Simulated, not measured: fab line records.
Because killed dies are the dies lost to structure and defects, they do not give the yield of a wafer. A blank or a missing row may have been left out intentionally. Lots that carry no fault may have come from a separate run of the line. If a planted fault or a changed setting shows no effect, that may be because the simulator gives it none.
Split-lot study    flow n5 finfet    on a route of 1938 steps: 7 lots, 39 wafers read

SPLIT DETAILS
At N5_FIN_CUT_CUT_ETCH_15 (etches Si in HBr/Cl2/O2, target depth 100 nm, bt time 10 s, time 42.4 s), the setting target depth a was moved away from the recipe's 1000 angstrom on 15 of the 39 wafers read, by -50.5% to +37.9%. This setting was run at the recipe's value on the other wafers.

The reading is taken at the split's own step.

THE READING
SOC_of_FIN_CUT_COAT_18.thk nm (the simulator's own value, which no gauge read), in nm, at N5_FIN_CUT_CUT_ETCH_15 (etches Si in HBr/Cl2/O2, target depth 100 nm, bt time 10 s, time 42.4 s). The file does not state a usual value for it. Across the 24 wafers here that went through the recipe, the average is 170.6 nm and the standard deviation 0.76 nm.

wafer   tool, chamber at the split  target depth a as run, angstrom  against the recipe  SOC_of_FIN_CUT_COAT_18.thk nm, nm  against lot-mates on the recipe
L074.1  rie si-05, 2                1000                             recipe              170.6                              -
L074.2  rie si-05, 3                1000                             recipe              170.6                              -
L074.3  rie si-05, 0                1000                             recipe              172                                -
L074.4  rie si-05, 1                1000                             recipe              170.2                              -
L074.5  rie si-05, 0                1000                             recipe              171.6                              -
L074.6  rie si-05, 3                1000                             recipe              170.8                              -
L075.1  rie si-05, 0                1334                             +33.4%              160                                -10.7
L075.2  rie si-05, 1                1000                             recipe              169.8                              -
L075.3  rie si-05, 3                1334                             +33.4%              158.2                              -12.5
L075.4  rie si-05, 2                1000                             recipe              171.2                              -
L075.5  rie si-05, 2                1000                             recipe              171                                -
L075.6  rie si-05, 3                1334                             +33.4%              159                                -11.7
L083.1  rie si-06, 2                494.8                            -50.5%              188.8                              +18.7
L083.2  rie si-06, 1                1000                             recipe              170.4                              -
L083.3  rie si-06, 3                494.8                            -50.5%              189.2                              +19.1
L083.4  rie si-06, 0                1000                             recipe              169.8                              -
L083.5  rie si-06, 1                1000                             recipe              170                                -
L083.6  rie si-06, 0                494.8                            -50.5%              189.6                              +19.5
L086.1  rie si-03, 1                1379                             +37.9%              156.2                              -13.5
L086.2  rie si-03, 3                1000                             recipe              169.6                              -
L086.3  rie si-03, 2                1379                             +37.9%              154.8                              -14.9
L086.4  rie si-03, 0                1000                             recipe              169.2                              -
L086.5  rie si-03, 2                1379                             +37.9%              155.2                              -14.5
L086.6  rie si-03, 1                1000                             recipe              170.2                              -
L089.1  rie si-06, 0                1000                             recipe              170.6                              -
L089.2  rie si-06, 3                716.4                            -28.4%              182.4                              +11.2
L089.3  rie si-06, 2                716.4                            -28.4%              182.2                              +11.0
L089.4  rie si-06, 1                1000                             recipe              172                                -
L089.5  rie si-06, 0                716.4                            -28.4%              181.8                              +10.6
L089.6  rie si-06, 3                1000                             recipe              171                                -
L092.2  rie si-05, 3                1000                             recipe              169.6                              -
L092.4  rie si-05, 2                1000                             recipe              171.6                              -
L092.5  rie si-05, 2                1000                             recipe              171                                -
L094.1  rie si-03, 2                1000                             recipe              169.8                              -
L094.2  rie si-03, 0                1296                             +29.6%              160.2                              -10.1
L094.3  rie si-03, 1                1296                             +29.6%              158.8                              -11.5
L094.4  rie si-03, 3                1296                             +29.6%              158.6                              -11.7
L094.5  rie si-03, 0                1000                             recipe              170                                -
L094.6  rie si-03, 1                1000                             recipe              171                                -

THE FIT
A straight line over all 39 wafers: SOC_of_FIN_CUT_COAT_18.thk nm changes by -0.378 nm for each +1% of target depth a; r = -1.00; the points scatter about the line by 0.86 nm.
The same after taking each lot's own level away (the mean of its wafers on the recipe; 39 wafers): -0.374 nm for each +1%; r = -1.00; scatter 0.64 nm.
According to that fit, moving target depth a by its largest amount changes the reading by 19 nm.
Across the lots, their own levels run from 169.67 to 171.20 nm, a range of 2.0 times the standard deviation given above.
So the lot-to-lot level changes the slope little: the two slopes agree.
Check: +19 nm against its lot-mates is what the line predicts for one of the wafers moved furthest among these (-50.5%) when that wafer is left out of the fit. Against them it came out at +18.7 nm.

THE WHOLE CHAIN: every reading that the file lists as answering this split, in the file's order
step                    what it does                                                             reading                                                                         change (the file's fit)                r (the file's)
N5_FIN_CUT_CUT_ETCH_15  etches Si in HBr/Cl2/O2, target depth 100 nm, bt time 10 s, time 42.4 s  FIN_CUT.feature depth nm (the simulator's own value, which no gauge read)       +0.987 nm for each +1% of the setting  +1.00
N5_FIN_CUT_CUT_ETCH_15  etches Si in HBr/Cl2/O2, target depth 100 nm, bt time 10 s, time 42.4 s  etch.depth nm (the simulator's own value, which no gauge read)                  +0.987 nm for each +1% of the setting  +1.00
N5_FIN_CUT_CUT_ETCH_15  etches Si in HBr/Cl2/O2, target depth 100 nm, bt time 10 s, time 42.4 s  SOC_of_FIN_CUT_COAT_18.thk nm (the simulator's own value, which no gauge read)  -0.373 nm for each +1% of the setting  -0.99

FILE'S OWN FIT
SOC_of_FIN_CUT_COAT_18.thk nm changes by -0.373 nm for each +1% of target depth a, r = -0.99.
